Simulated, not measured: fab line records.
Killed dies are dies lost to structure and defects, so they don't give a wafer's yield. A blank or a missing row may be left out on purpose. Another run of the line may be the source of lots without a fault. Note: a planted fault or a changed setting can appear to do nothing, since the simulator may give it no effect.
Struck lot and sound lot, side by side + flow n5-finfet + 14 steps out of a route of 1938
Sound: the wafers L279.2, L279.4, L279.6. The struck wafers were L288.1, L288.2, L288.4. The cause comes at the end.
At each step with rows: each side's tool, then ch and its chambers, then its first start. Under that, the readings that differ: sound wafers + struck wafers + difference of the means + sigmas: that difference in standard deviations of wafers without a fault.
alike: readings with means less than 2 such deviations apart, plus words and numbers identical on both sides. not compared: withheld readings, readings lacking a value on some wafer, bounds such as >300 that could conceal the same value, and numbers that have no deviation in the record and whose values overlap.
Wherever a step has rows on one side only, a row that says differs or no value, or a row with sigmas, the two part there. Numbers that don't overlap but have no deviation are shown without sigmas and don't part them. A reading missing from all wafers of one side parts the sides only when that side holds two or more wafers.

N5_BEOL_M8_ETCH_62: etches SOC in N2/H2, target depth 110 nm, overetch 22 nm, time 165 s.
  sound on rie-diel-06 ch 0,1,3, day 9 12:20; struck on rie-diel-04 ch 0,1,2, day 12 08:52
  alike: chamber-pressure-mTorr, drypump-motor-current-A, h2-flow-sccm, oes-product-au, rf-vpp-V, showerhead-plenum-p-Torr, throttle-valve-pct
  not compared: rf-hours-counter-h
then, 1 step without rows for these wafers: N5_BEOL_M8_STRIP_68 (strips in N2/H2).
N5_BEOL_M8_STRIP_67: strips in CF4.
  sound on rie-diel-06 ch 0,1,3, day 9 12:29; struck on rie-diel-04 ch 0,1,2, day 12 09:01
  alike: chamber-pressure-mTorr, drypump-motor-current-A, oes-product-au, rf-vpp-V, showerhead-plenum-p-Torr, throttle-valve-pct
  not compared: rf-hours-counter-h
N5_BEOL_M8_HM_OPEN_17: chemistry Cl2/BCl3, target TiN, target depth 20 nm, overetch 6 nm.
  sound on rie-metal-03 ch 0,1, day 9 12:31; struck on rie-metal-01 ch 0,1, day 12 09:04
| reading               | sound          | struck         | difference | sigmas |
|-----------------------|----------------|----------------|------------|--------|
| oes-product-au (a.u.) | 0.62 0.53 0.53 | 0.72 0.73 0.74 | +0.17      | +2     |
  alike: bcl3-flow-sccm, chamber-pressure-mTorr, drypump-motor-current-A, throttle-valve-pct
  not compared: rf-hours-counter-h
N5_BEOL_M8_STRIP_19: strips in O2.
  sound on rie-diel-03 ch 0,2,3, day 9 12:38; struck on rie-diel-04 ch 0,1,2, day 12 09:15
  alike: chamber-pressure-mTorr, drypump-motor-current-A, o2-flow-sccm, oes-product-au, rf-vpp-V, showerhead-plenum-p-Torr, throttle-valve-pct
  not compared: rf-hours-counter-h
N5_BEOL_M8_CD_MEAS_18: pitch 80 nm, target cd 40 nm.
  sound on cd-sem-02 at day 9 12:42; struck on cd-sem-01 at day 12 09:19
  alike: cd-nm
then, 6 steps without rows for these wafers: N5_BEOL_M8_COAT_63 (time 60 s, resist thk 60 nm); N5_BEOL_M8_COAT_64 (time 60 s, resist thk 12 nm); N5_BEOL_M8_COAT_71 (time 60 s, resist thk 5 nm); N5_BEOL_M8_COAT_22 (resist thk 30 nm); N5_BEOL_M8_EBR_24; N5_BEOL_M8_SOFTBAKE_23 (time 60 s).
N5_BEOL_M8_EXPOSE_25: exposes mask V7, target cd 40 nm.
  struck on euv-scanner-02, day 12 10:52; sound on euv-scanner-01 ch 0, day 9 14:03
  no value came back on the struck wafers for exposure-dose-mJ-cm2, focus-offset-nm (nm), sigma-inner; on the sound wafers exposure-dose-mJ-cm2 reads 42.42 42.39 42.40
  alike: mask
then, 1 step without rows for these wafers: N5_BEOL_M8_PEB_26 (peb time 60 s).

## WHERE THEY PART
Earliest at N5_BEOL_M8_HM_OPEN_17; latest, in this record, at N5_BEOL_M8_EXPOSE_25.

WHY: whatever the simulator had introduced
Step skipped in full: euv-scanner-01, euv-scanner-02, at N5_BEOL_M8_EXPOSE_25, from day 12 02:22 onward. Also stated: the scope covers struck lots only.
